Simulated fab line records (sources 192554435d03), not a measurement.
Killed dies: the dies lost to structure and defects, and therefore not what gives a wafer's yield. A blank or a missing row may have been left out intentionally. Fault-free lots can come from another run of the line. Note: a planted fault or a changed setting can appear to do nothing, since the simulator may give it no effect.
Comparing a struck lot with a sound one ; flow n5-finfet ; 39 steps out of a route of 1938
Sound: wafers L472.1, L472.3, L472.4. Struck: wafer L478.3 (left out: L478.2, L478.4 of the same lot, which were not struck); the cause appears at the end.
Order at every step that has rows: each side's tool, ch and its chambers, its first start. Under that, the readings that differ: sound wafers ; struck wafers ; difference of the means ; sigmas: that difference in standard deviations of wafers without a fault.
alike: a reading whose means differ by less than 2 such deviations, as well as words and numbers matching on both sides. not compared: withheld readings; readings where some wafer has no value; bounds like >300 that might hide an equal value; numbers whose values overlap and for which the record gives no deviation.
A row with sigmas, a row that says differs or no value, or rows on one side alone: a step with any of these is where the two part. Numbers that don't overlap but have no deviation are shown without sigmas and don't part them. A reading that every wafer of one side lacks parts them only if that side has two wafers or more.

first, 9 steps without rows for these wafers: N5_DUMMY_GATE_EXPOSE_12 (exposes mask GATE, target cd 25 nm); N5_DUMMY_GATE_PEB_13 (peb time 60 s); N5_DUMMY_GATE_DEVELOP_14 (develop time 30 s); N5_DUMMY_GATE_DESCUM_20 (chemistry O2, time 6.2 s); N5_DUMMY_GATE_ETCH_29 (etches underlayer in N2/H2, target depth 13 nm); N5_DUMMY_GATE_ETCH_36 (etches SiARC in CF4, target depth 13 nm); N5_DUMMY_GATE_ETCH_37 (etches SOC in N2/H2, target depth 60 nm, overetch 30 nm); N5_DUMMY_GATE_STRIP_38 (strips in N2/H2); N5_DUMMY_GATE_STRIP_39 (strips in N2/H2).
N5_DUMMY_GATE_TRIM_49: chemistry O2, time 29 s, target cd 14 nm.
  sound on rie-si-05 ch 0,1,2, day 4 10:26; struck on rie-si-05 ch 3, day 6 05:29
reading;sound;struck;difference;sigmas
oes-product-au (a.u.);0.973 0.986 0.972;0.724;-0.253;-16
model.DUMMY_GATE.cd-nm (nm);14.4 14.4 14.2;17.8;+3.5;
  alike: chamber-pressure-mTorr, drypump-motor-current-A, throttle-valve-pct
  not compared: rf-hours-counter-h
then, 1 step without rows for these wafers: N5_DUMMY_GATE_STRIP_40 (strips in CF4).
N5_DUMMY_GATE_CD_MEAS_50: the cd target is 14 nm.
  struck on cd-sem-03, day 6 05:39; sound on cd-sem-02, day 4 10:35
reading;sound;struck;difference;sigmas
cd-nm (nm);14.4 14.4 14.6;18.0;+3.5;+10
then, 6 steps without rows for these wafers: N5_DUMMY_GATE_ETCH_31 (etches SiO2 in C4F6/O2, target depth 82.5 nm, time 27.5 s); N5_DUMMY_GATE_STRIP_41 (strips in O2); N5_DUMMY_GATE_HM_OPEN_21 (chemistry CH3F/O2, target SiNx, target depth 120 nm, time 171.4 s); N5_DUMMY_GATE_ETCH_32 (etches SiO2 in CF4, target depth 3.5 nm, time 3.9 s); N5_DUMMY_GATE_ETCH_23 (etches poly-Si in HBr/Cl2/O2, target depth 41 nm, time 22.3 s); N5_DUMMY_GATE_ETCH_44 (etches poly-Si in HBr/O2, stops on SiO2, target depth 127.5 nm).
N5_DUMMY_GATE_CD_MEAS_24: the cd target is 15 nm.
  struck on cd-sem-01, day 6 06:08; sound on cd-sem-01, day 4 11:05
reading;sound;struck;difference;sigmas
cd-nm (nm);15.8 15.3 15.2;18.4;+3.0;+9
N5_DUMMY_GATE_ETCH_42: etches SiO2 in CHF3/O2, target depth 3.5 nm, time 31 s.
  sound on rie-diel-04 ch 2,3, day 4 11:08; struck on rie-diel-05 ch 3, day 6 06:11
reading;sound;struck;difference;sigmas
throttle-valve-pct (%);19.03 18.98 19.02;18.57;-0.44;-2
model.DUMMY_GATE.cd-nm (nm);15.6 15.4 15.2;18.8;+3.4;
  alike: chamber-pressure-mTorr, drypump-motor-current-A, oes-product-au, rf-vpp-V, showerhead-plenum-p-Torr
  not compared: rf-hours-counter-h
then, 17 steps without rows for these wafers: N5_DUMMY_GATE_STRIP_48 (strips in N2/H2, time 20 s); N5_DUMMY_GATE_PRECLEAN_33 (cleans in dHF, time 10 s); N5_DUMMY_GATE_PRECLEAN_25 (cleans in O3/DIW, time 45 s); N5_DUMMY_GATE_PRECLEAN_51 (cleans in SC2, time 45 s); N5_DUMMY_GATE_SRD_26 (time 30 s); N5_DUMMY_GATE_UV_OZONE_45 (time 120 s); N5_SPACER0_ALD_07 (deposits SiNx, target thk 2 nm); N5_SPACER0_ALD_00 (deposits SiOCN, target thk 3.5 nm, pulse time 3 s, purge time 2 s); N5_SPACER0_ALD_08 (deposits SiNx, target thk 2 nm); N5_SD_EPI_N_COAT_32 (time 60 s, resist thk 350 nm); N5_SD_EPI_N_COAT_33 (time 60 s, resist thk 35 nm); N5_SD_EPI_N_COAT_03 (resist thk 150 nm); N5_SD_EPI_N_EBR_05; N5_SD_EPI_N_SOFTBAKE_04 (time 60 s); N5_SD_EPI_N_EXPOSE_06 (exposes mask SD N BLK, target cd 120 nm); N5_SD_EPI_N_PEB_07 (peb time 60 s); N5_SD_EPI_N_DEVELOP_08 (develop time 30 s).
N5_BEOL_M4_RC_MEAS_101:
  the record has rows for the sound wafers here (prober-01 ch 0, day 10 00:34) and none for the struck ones
-- the record jumps here: 10 days lie between the struck wafers' starts before and after (it left off in module BEOL_M4 and takes up again in module PASSIVATION, whose first step shown is number 1936 of the route) --
N5_PASSIVATION_PROBE_49:
  struck on prober-02, day 16 10:11; sound on prober-01, day 14 16:47
reading;sound;struck;difference;sigmas
defect-limited-yield (%);90.5 92.5 90.3;1.4;-89.7;-60
killed-at-front-end;54 46 61;1109;+1055;+81
killed-dies;112 88 114;1163;+1058;+62
killed-on-rim;20 9 17;143;+128;+30
sort_bin_8_speed (%);0 0 0;0.42;+0.42;+13
sort-n-pass;1068 1092 1066;12;-1063;-63
sort-yield-pct (%);90.5 92.5 90.3;1.0;-90.1;-60
  alike: killed_at_M0_to_M3, killed_at_M4_up, killed-at-contacts, killed-at-other, killed-open, killed-short, sort_bin_5_function, sort_bin_6_memory

WHERE THEY PART
Earliest at N5_DUMMY_GATE_TRIM_49; latest, in this record, at N5_PASSIVATION_PROBE_49.

WHY: the cause the simulator had injected
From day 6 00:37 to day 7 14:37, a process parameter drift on rie-si-05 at N5_DUMMY_GATE_TRIM_49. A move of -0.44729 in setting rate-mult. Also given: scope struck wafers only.
